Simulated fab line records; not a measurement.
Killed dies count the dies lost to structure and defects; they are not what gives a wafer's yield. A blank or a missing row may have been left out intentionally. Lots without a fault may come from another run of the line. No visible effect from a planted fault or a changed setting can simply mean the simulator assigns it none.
Chamber matching -- flow nandHarc -- NHARC_P_BONDPAD_STRIP_15 on rieDiel-12 has 4 sister chambers
The step strips in O2. 22 wafers are shown with their chamber, then 11 later ones without.

== WAFERS WITH THEIR CHAMBER ==
wafer,chamber,showerheadPlenumPTorr (Torr),drypumpMotorCurrentA (A),rfVppV (V)
L074.3,2,3.63,5.7,57.0
L074.4,1,3.30,5.6,57.9
L074.6,0,3.43,6.4,58.0
L078.2,1,3.30,5.6,56.1
L078.3,0,3.43,6.5,57.8
L078.4,2,3.63,5.7,59.4
L082.1,0,3.43,6.5,58.0
L082.2,2,3.63,5.7,57.6
L082.6,1,3.30,5.6,56.6
L085.1,3,3.41,5.7,59.5
L085.2,1,3.30,5.6,56.7
L085.5,3,3.41,5.7,57.7
L086.2,0,3.43,6.5,57.7
L086.4,3,3.41,5.8,55.4
L086.6,2,3.63,5.7,59.6
L087.2,0,3.43,6.5,56.5
L087.3,1,3.30,5.6,57.5
L087.5,2,3.62,5.7,59.3
L089.2,0,3.43,6.5,57.9
L089.3,3,3.41,5.8,58.0
L089.4,2,3.62,5.7,58.4
L088.2,2,3.62,5.7,59.1

SIGNATURES (means of the wafers above)
reading,chamber 0,chamber 1,chamber 2,chamber 3,scatter within a chamber
showerheadPlenumPTorr,3.4300,3.3000,3.6257,3.4100,0.00309
drypumpMotorCurrentA,6.483,5.600,5.700,5.750,0.0319
rfVppV,57.650,56.960,58.629,57.650,1.01
Rule: a wafer lies at a distance from a chamber equal to the root of the sum of squares, over the readings, of (its reading less the chamber's mean, divided by the reading's scatter). The wafer belongs to the nearest chamber; if the next one is less than 2 further off, it can't be placed. How the scatter is found: for the shown wafers, subtract from each reading the mean of its chamber, square and add these, divide the total by (wafers less chambers), then take the root.

== WAFERS WITH NO CHAMBER GIVEN ==
wafer,showerheadPlenumPTorr (Torr),drypumpMotorCurrentA (A),rfVppV (V)
L088.4,3.30,5.6,55.7
L088.5,3.41,5.8,58.2
L090.2,3.41,5.8,56.9
L090.3,3.62,5.7,59.3
L090.4,3.43,6.5,57.0
L092.1,3.30,5.6,58.8
L092.3,3.43,6.5,57.5
L092.6,3.43,6.5,56.8
L093.1,3.43,6.5,57.6
L093.4,3.62,5.7,58.0
L093.6,3.62,5.7,57.2

== EACH ONE'S CHAMBER ==
wafer,from the rows above,in truth
L088.4,1,1
L088.5,3,3
L090.2,3,3
L090.3,2,2
L090.4,0,0
L092.1,1,1
L092.3,0,0
L092.6,0,0
L093.1,0,0
L093.4,2,2
L093.6,2,2
Correct placement for 11 of the 11. From these rows, 0 cannot be placed. Number placed wrongly: 0.
